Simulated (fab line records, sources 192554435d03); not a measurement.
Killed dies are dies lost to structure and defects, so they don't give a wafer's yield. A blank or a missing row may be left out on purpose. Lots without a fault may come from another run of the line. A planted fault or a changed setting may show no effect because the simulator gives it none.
Split-lot experiment | flow n5_finfet | 7 lots, 21 wafers read, on a route of 1938 steps

THE SPLIT
At N5_BEOL_M5_EXPOSE_25 (exposes mask V4, defocus 10 nm), the setting dose_mj was moved away from the recipe's 52.75 on 7 of the 21 wafers read, by -4.8% to +3.2%. The other wafers ran this setting at the recipe's value.

FROM THE SPLIT TO THE READING: what the file shows between them, 2 steps
- N5_BEOL_M5_PEB_26: peb time 60 s
- N5_BEOL_M5_DEVELOP_27: develop time 30 s

THE READING
cd_nm, in nm, at N5_BEOL_M5_CD_MEAS_28 (target cd 30.6 nm, target cd y 20 nm). Fault-free wafers of this fab line usually give 30.49 nm, standard deviation 0.26 nm.

wafer  | tool, chamber at the split | dose_mj as run | against the recipe | cd_nm, nm | against lot-mates on the recipe
L079.3 | euv_scanner-02, 0          | 52.75          | recipe             | 30.52     | -
L079.4 | euv_scanner-02, 0          | 52.75          | recipe             | 30.33     | -
L079.6 | euv_scanner-02, 0          | 52.75          | recipe             | 30.27     | -
L081.1 | euv_scanner-01, 0          | 50.2           | -4.8%              | 29.58     | -1.24
L081.2 | euv_scanner-01, 0          | 50.2           | -4.8%              | 29.41     | -1.41
L081.4 | euv_scanner-01, 0          | 52.75          | recipe             | 30.82     | -
L088.1 | euv_scanner-02, 0          | 52.75          | recipe             | 30.83     | -
L088.3 | euv_scanner-02, 0          | 52.75          | recipe             | 31.07     | -
L088.4 | euv_scanner-02, 0          | 52.75          | recipe             | 30.52     | -
L091.2 | euv_scanner-02, 0          | 52.75          | recipe             | 30.77     | -
L091.3 | euv_scanner-02, 0          | 50.46          | -4.3%              | 29.54     | -1.23
L091.5 | euv_scanner-02, 0          | 50.46          | -4.3%              | 29.45     | -1.32
L094.3 | euv_scanner-01, 0          | 52.75          | recipe             | 30.36     | -
L094.4 | euv_scanner-01, 0          | 54.44          | +3.2%              | 30.88     | +0.64
L094.6 | euv_scanner-01, 0          | 52.75          | recipe             | 30.12     | -
L096.3 | euv_scanner-01, 0          | 52.75          | recipe             | 30.94     | -
L096.4 | euv_scanner-01, 0          | 52.75          | recipe             | 30.88     | -
L096.6 | euv_scanner-01, 0          | 52.75          | recipe             | 30.75     | -
L095.2 | euv_scanner-02, 0          | 51.4           | -2.6%              | 29.50     | -1.61
L095.3 | euv_scanner-02, 0          | 52.75          | recipe             | 31.11     | -
L095.6 | euv_scanner-02, 0          | 51.4           | -2.6%              | 29.66     | -1.45

THE FIT
A straight line over all 21 wafers: cd_nm changes by +0.241 nm for each +1% of dose_mj; r = +0.85; the points scatter about the line by 0.32 nm.
The same after taking each lot's own level away (the mean of its wafers on the recipe; 21 wafers): +0.299 nm for each +1%; r = +0.92; scatter 0.28 nm.
On that fit, the largest move of dose_mj shifts the reading by 1.4 nm.
The lots' own levels span 30.240 to 31.110 nm, that is 3.3 times the standard deviation above.
So the lot-to-lot level changes the slope: the two fits differ.
Check: with one of the wafers moved furthest among these (-4.8%) left out of the fit, the line predicts -1.6 nm for it against its lot-mates. It came out at -1.24 nm against them.

THE FILE'S OWN FIT
cd_nm changes by +0.303 nm for each +1% of dose_mj, r = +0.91.
